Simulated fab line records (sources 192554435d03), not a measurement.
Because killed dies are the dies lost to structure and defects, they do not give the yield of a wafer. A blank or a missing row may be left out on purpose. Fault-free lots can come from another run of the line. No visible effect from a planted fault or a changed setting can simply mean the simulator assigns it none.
Which tool is to blame? :: flow n5-finfet :: 29 wafers from 11 lots sampled at 6 of the route's 1938 steps

## WHAT THE GAUGES SHOWED, per wafer
N5_ZERO_LAYER_CD_MEAS_11: the cd target is 2000 nm.
lot: L479
measured: day 1 18:38
on: cd-sem-03
cd-nm (nm): 1996.9 1999.0 2000.0

lot: L481
measured: day 2 06:46
on: cd-sem-01
cd-nm (nm): 1998.9 1997.9 2000.2

lot: L487
measured: day 3 18:38
on: cd-sem-02
cd-nm (nm): 1999.6 1994.2

lot: L488
measured: day 4 00:40
on: cd-sem-01
cd-nm (nm): 2002.0 2003.6

lot: L489
measured: day 4 06:46
on: cd-sem-02
cd-nm (nm): 2003.6 2004.0

lot: L491
measured: day 4 18:47
on: cd-sem-01
cd-nm (nm): 2001.4 1998.7 2000.5

lot: L494
measured: day 5 12:46
on: cd-sem-01
cd-nm (nm): 1997.1 1998.7 1995.8

lot: L497
measured: day 6 06:38
on: cd-sem-01
cd-nm (nm): 2001.8 2005.4 2001.7

lot: L498
measured: day 6 12:47
on: cd-sem-02
cd-nm (nm): 1998.4 1997.1 1995.8

lot: L500
measured: day 7 00:38
on: cd-sem-03
cd-nm (nm): 2002.5 2003.4 2000.7

lot: L501
measured: day 7 06:39
on: cd-sem-01
cd-nm (nm): 2002.3 2000.1

N5_WELL_APT_CD_MEAS_25: the cd target is 200 nm.
lot: L479
measured: day 1 21:22
on: cd-sem-03
cd-nm (nm): 202.8 200.7 200.8

lot: L481
measured: day 2 08:49
on: cd-sem-02
cd-nm (nm): 197.4 196.2 200.0

lot: L487
measured: day 3 21:49
on: cd-sem-03
cd-nm (nm): 189.6 193.4

lot: L488
measured: day 4 02:49
on: cd-sem-03
cd-nm (nm): 187.1 196.9

lot: L489
measured: day 4 09:10
on: cd-sem-02
cd-nm (nm): 199.2 183.2

lot: L491
measured: day 4 20:57
on: cd-sem-03
cd-nm (nm): 201.1 201.4 200.2

lot: L494
measured: day 5 15:05
on: cd-sem-02
cd-nm (nm): 199.8 202.5 195.9

lot: L497
measured: day 6 08:48
on: cd-sem-03
cd-nm (nm): 194.6 198.2 195.6

lot: L498
measured: day 6 14:49
on: cd-sem-02
cd-nm (nm): 201.7 199.7 203.8

lot: L500
measured: day 7 03:36
on: cd-sem-02
cd-nm (nm): 199.5 202.4 196.2

lot: L501
measured: day 7 08:45
on: cd-sem-02
cd-nm (nm): 200.7 200.1

N5_PMOS_HMC_CHANNEL_EPI_OVL_MEAS_10.
lot: L479
measured: day 1 23:35
on: overlay-01
PMOS_HMC_BLK_OVL (nm): -1.3 -0.1 -1.4

lot: L481
measured: day 2 11:22
on: overlay-01
PMOS_HMC_BLK_OVL (nm): -0.8 -1.7 -0.7

lot: L487
measured: day 4 00:06
on: overlay-01
PMOS_HMC_BLK_OVL (nm): 0.3 0.8

lot: L488
measured: day 4 05:28
on: overlay-01
PMOS_HMC_BLK_OVL (nm): -0.5 -0.5

lot: L489
measured: day 4 11:20
on: overlay-01
PMOS_HMC_BLK_OVL (nm): -0.8 -0.3

lot: L491
measured: day 4 23:12
on: overlay-02
PMOS_HMC_BLK_OVL (nm): 0.3 1.5 0.6

lot: L494
measured: day 5 17:28
on: overlay-01
PMOS_HMC_BLK_OVL (nm): -0.1 0.5 0.3

lot: L497
measured: day 6 11:03
on: overlay-02
PMOS_HMC_BLK_OVL (nm): 1.2 0.6 0.7

lot: L498
measured: day 6 17:07
on: overlay-02
PMOS_HMC_BLK_OVL (nm): 0.2 1.2 1.9

lot: L500
measured: day 7 05:43
on: overlay-01
PMOS_HMC_BLK_OVL (nm): 0.0 0.7 1.5

lot: L501
measured: day 7 10:56
on: overlay-02
PMOS_HMC_BLK_OVL (nm): 0.1 -1.3

N5_BEOL_M4_RC_MEAS_101.
lot: L479
measured: day 8 09:34
on: prober-02
DIBL_N (mV/V): 37.8 34.9 38.9
DIBL_P (mV/V): 36.7 33.9 38.6
IOFF_N (nA/um): 0.16 0.13 0.19
IOFF_P (nA/um): 0.19 0.17 0.23
ION_N (uA/um): 666 677 688
ION_P (uA/um): 450 462 463
SS_N (mV/dec): 71.9 69.7 71.8
SS_P (mV/dec): 73.9 73.0 73.7
VT_N (mV): 249 252 248
VT_P (mV): -254 -255 -251

lot: L481
measured: day 9 05:10
on: prober-01
DIBL_N (mV/V): 35.7 36.3 37.7
DIBL_P (mV/V): 36.9 38.2 40.2
IOFF_N (nA/um): 0.18 0.17 0.23
IOFF_P (nA/um): 0.19 0.19 0.24
ION_N (uA/um): 677 667 700
ION_P (uA/um): 453 456 467
SS_N (mV/dec): 71.6 71.6 72.0
SS_P (mV/dec): 73.4 73.1 73.6
VT_N (mV): 243 253 244
VT_P (mV): -254 -253 -250

lot: L487
measured: day 10 14:59
on: prober-01
DIBL_N (mV/V): 36.7 36.1
DIBL_P (mV/V): 37.0 36.3
IOFF_N (nA/um): 0.18 0.17
IOFF_P (nA/um): 0.25 0.24
ION_N (uA/um): 681 673
ION_P (uA/um): 472 471
SS_N (mV/dec): 71.6 72.1
SS_P (mV/dec): 73.8 73.8
VT_N (mV): 246 249
VT_P (mV): -245 -248

lot: L488
measured: day 10 14:43
on: prober-02
DIBL_N (mV/V): 40.1 38.5
DIBL_P (mV/V): 39.8 38.5
IOFF_N (nA/um): 0.20 0.19
IOFF_P (nA/um): 0.30 0.28
ION_N (uA/um): 671 681
ION_P (uA/um): 470 477
SS_N (mV/dec): 72.0 71.6
SS_P (mV/dec): 74.3 73.3
VT_N (mV): 249 246
VT_P (mV): -244 -243

lot: L489
measured: day 10 16:55
on: prober-02
DIBL_N (mV/V): 34.7 41.5
DIBL_P (mV/V): 34.0 41.0
IOFF_N (nA/um): 0.14 0.31
IOFF_P (nA/um): 0.24 0.40
ION_N (uA/um): 676 701
ION_P (uA/um): 480 489
SS_N (mV/dec): 70.9 72.6
SS_P (mV/dec): 73.9 74.7
VT_N (mV): 251 239
VT_P (mV): -245 -237

lot: L491
measured: day 11 07:29
on: prober-02
DIBL_N (mV/V): 36.1 35.9 37.0
DIBL_P (mV/V): 36.5 35.4 37.1
IOFF_N (nA/um): 0.15 0.16 0.17
IOFF_P (nA/um): 0.20 0.20 0.23
ION_N (uA/um): 674 684 683
ION_P (uA/um): 462 460 463
SS_N (mV/dec): 71.9 71.3 71.3
SS_P (mV/dec): 73.4 73.3 73.4
VT_N (mV): 251 248 248
VT_P (mV): -251 -251 -248

lot: L494
measured: day 11 15:13
on: prober-02
DIBL_N (mV/V): 38.0 38.0 34.9
DIBL_P (mV/V): 35.6 37.6 31.6
IOFF_N (nA/um): 0.16 0.18 0.12
IOFF_P (nA/um): 0.18 0.21 0.13
ION_N (uA/um): 675 678 662
ION_P (uA/um): 453 454 448
SS_N (mV/dec): 71.6 72.3 71.6
SS_P (mV/dec): 73.2 73.6 72.1
VT_N (mV): 249 249 254
VT_P (mV): -254 -251 -256

lot: L497
measured: day 12 20:40
on: prober-01
DIBL_N (mV/V): 33.8 36.8 38.4
DIBL_P (mV/V): 32.3 36.9 38.7
IOFF_N (nA/um): 0.13 0.18 0.23
IOFF_P (nA/um): 0.18 0.25 0.27
ION_N (uA/um): 664 682 700
ION_P (uA/um): 461 468 479
SS_N (mV/dec): 71.4 71.5 71.8
SS_P (mV/dec): 72.0 72.8 73.7
VT_N (mV): 253 247 242
VT_P (mV): -252 -249 -248

lot: L498
measured: day 13 05:25
on: prober-02
DIBL_N (mV/V): 38.8 37.5 37.8
DIBL_P (mV/V): 40.2 39.5 38.9
IOFF_N (nA/um): 0.22 0.20 0.18
IOFF_P (nA/um): 0.29 0.29 0.25
ION_N (uA/um): 696 696 679
ION_P (uA/um): 472 480 466
SS_N (mV/dec): 72.0 72.4 72.2
SS_P (mV/dec): 74.7 74.3 74.3
VT_N (mV): 247 245 249
VT_P (mV): -244 -244 -245

lot: L500
measured: day 13 10:34
on: prober-01
DIBL_N (mV/V): 33.4 37.3 35.5
DIBL_P (mV/V): 34.3 39.2 37.2
IOFF_N (nA/um): 0.12 0.20 0.15
IOFF_P (nA/um): 0.17 0.25 0.22
ION_N (uA/um): 671 687 670
ION_P (uA/um): 460 468 466
SS_N (mV/dec): 70.6 71.6 71.4
SS_P (mV/dec): 73.1 73.7 73.1
VT_N (mV): 256 246 251
VT_P (mV): -255 -250 -250

lot: L501
measured: day 13 11:31
on: prober-02
DIBL_N (mV/V): 36.7 37.7
DIBL_P (mV/V): 37.9 40.2
IOFF_N (nA/um): 0.20 0.22
IOFF_P (nA/um): 0.26 0.31
ION_N (uA/um): 686 701
ION_P (uA/um): 474 487
SS_N (mV/dec): 72.2 72.3
SS_P (mV/dec): 73.6 74.8
VT_N (mV): 243 242
VT_P (mV): -244 -241

## WHICH TOOL RAN EACH LOT (tool, then ch and the chambers of the sampled wafers, then the start)
lot: L479
N5_WELL_APT_EXPOSE_22: krf-scanner-02 ch 0, day 1 21:12
N5_WELL_APT_RTA_34: rtp-anneal-02 ch 0, day 1 22:14

lot: L481
N5_WELL_APT_EXPOSE_22: krf-scanner-01 ch 0, day 2 08:39
N5_WELL_APT_RTA_34: rtp-anneal-01 ch 0, day 2 09:49

lot: L487
N5_WELL_APT_EXPOSE_22: krf-scanner-02 ch 0, day 3 21:40
N5_WELL_APT_RTA_34: rtp-anneal-02 ch 0, day 3 22:41

lot: L488
N5_WELL_APT_EXPOSE_22: krf-scanner-02 ch 0, day 4 02:40
N5_WELL_APT_RTA_34: rtp-anneal-01 ch 0, day 4 03:55

lot: L489
N5_WELL_APT_EXPOSE_22: krf-scanner-02 ch 0, day 4 08:59
N5_WELL_APT_RTA_34: rtp-anneal-02 ch 0, day 4 10:10

lot: L491
N5_WELL_APT_EXPOSE_22: krf-scanner-01 ch 0, day 4 20:47
N5_WELL_APT_RTA_34: rtp-anneal-01 ch 0, day 4 21:48

lot: L494
N5_WELL_APT_EXPOSE_22: krf-scanner-01 ch 0, day 5 14:54
N5_WELL_APT_RTA_34: rtp-anneal-01 ch 0, day 5 16:07

lot: L497
N5_WELL_APT_EXPOSE_22: krf-scanner-01 ch 0, day 6 08:38
N5_WELL_APT_RTA_34: rtp-anneal-02 ch 0, day 6 09:43

lot: L498
N5_WELL_APT_EXPOSE_22: krf-scanner-01 ch 0, day 6 14:39
N5_WELL_APT_RTA_34: rtp-anneal-01 ch 0, day 6 15:40

lot: L500
N5_WELL_APT_EXPOSE_22: krf-scanner-01 ch 0, day 7 03:26
N5_WELL_APT_RTA_34: rtp-anneal-01 ch 0, day 7 04:29

lot: L501
N5_WELL_APT_EXPOSE_22: krf-scanner-01 ch 0, day 7 08:36
N5_WELL_APT_RTA_34: rtp-anneal-01 ch 0, day 7 09:41
- N5_WELL_APT_EXPOSE_22: exposes mask PWELL, defocus 0 nm, target cd 200 nm.
- N5_WELL_APT_RTA_34: time 10 s.

## AS READ BY THE TOOLS THEMSELVES (means over the sampled wafers that have a number; for cases with no such wafer, the mark the record gives instead)
N5_WELL_APT_RTA_34.
lot: L479
tool: rtp-anneal-02
lamp-power-pct (%): 12.99
lamp_zone_3_pct (%): 13.000
wafer_temp_C_max: 1003.1

lot: L481
tool: rtp-anneal-01
lamp-power-pct (%): 13.05
lamp_zone_3_pct (%): 13.010
wafer_temp_C_max: 1003.9

lot: L487
tool: rtp-anneal-02
lamp-power-pct (%): 12.96
lamp_zone_3_pct (%): 12.998
wafer_temp_C_max: 1003.6

lot: L488
tool: rtp-anneal-01
lamp-power-pct (%): 12.98
lamp_zone_3_pct (%): 12.970
wafer_temp_C_max: 1003.9

lot: L489
tool: rtp-anneal-02
lamp-power-pct (%): 13.00
lamp_zone_3_pct (%): 13.000
wafer_temp_C_max: 1005.1

lot: L491
tool: rtp-anneal-01
lamp-power-pct (%): 13.00
lamp_zone_3_pct (%): 12.971
wafer_temp_C_max: 1003.5

lot: L494
tool: rtp-anneal-01
lamp-power-pct (%): 13.07
lamp_zone_3_pct (%): 12.997
wafer_temp_C_max: 1003.7

lot: L497
tool: rtp-anneal-02
lamp-power-pct (%): 12.95
lamp_zone_3_pct (%): 12.990
wafer_temp_C_max: 1005.4

lot: L498
tool: rtp-anneal-01
lamp-power-pct (%): 13.01
lamp_zone_3_pct (%): 12.989
wafer_temp_C_max: 1002.5

lot: L500
tool: rtp-anneal-01
lamp-power-pct (%): 13.02
lamp_zone_3_pct (%): 12.989
wafer_temp_C_max: 1003.8

lot: L501
tool: rtp-anneal-01
lamp-power-pct (%): 12.95
lamp_zone_3_pct (%): 12.947
wafer_temp_C_max: 1004.0

## THE ANSWER, worked out from the rows above alone
Rule: what is usual is taken from the lots themselves. Put in order of their means at a reading, lots are off if they are a third of the lots or fewer, leave a main group of 4 or more, and stand apart from it by a gap of 3 or more times the standard deviation of the main group's means; of several such gaps the widest counts. Not used: any main group whose means are identical at the precision the tables above print for the reading. Also off: a lot with no number at a reading for which 4 or more lots have one. All remaining lots with rows at the step are treated as sound. Order of review: gauges by route order, followed by the tools' own readings, for which a lot's mean as printed above is used. At the first step where some lot is off, the reading lying furthest off is the one used; lots without a number count as furthest.
No lot is off at any reading shown: from this, nothing can be told.

## WHAT THE SIMULATOR PUT IN
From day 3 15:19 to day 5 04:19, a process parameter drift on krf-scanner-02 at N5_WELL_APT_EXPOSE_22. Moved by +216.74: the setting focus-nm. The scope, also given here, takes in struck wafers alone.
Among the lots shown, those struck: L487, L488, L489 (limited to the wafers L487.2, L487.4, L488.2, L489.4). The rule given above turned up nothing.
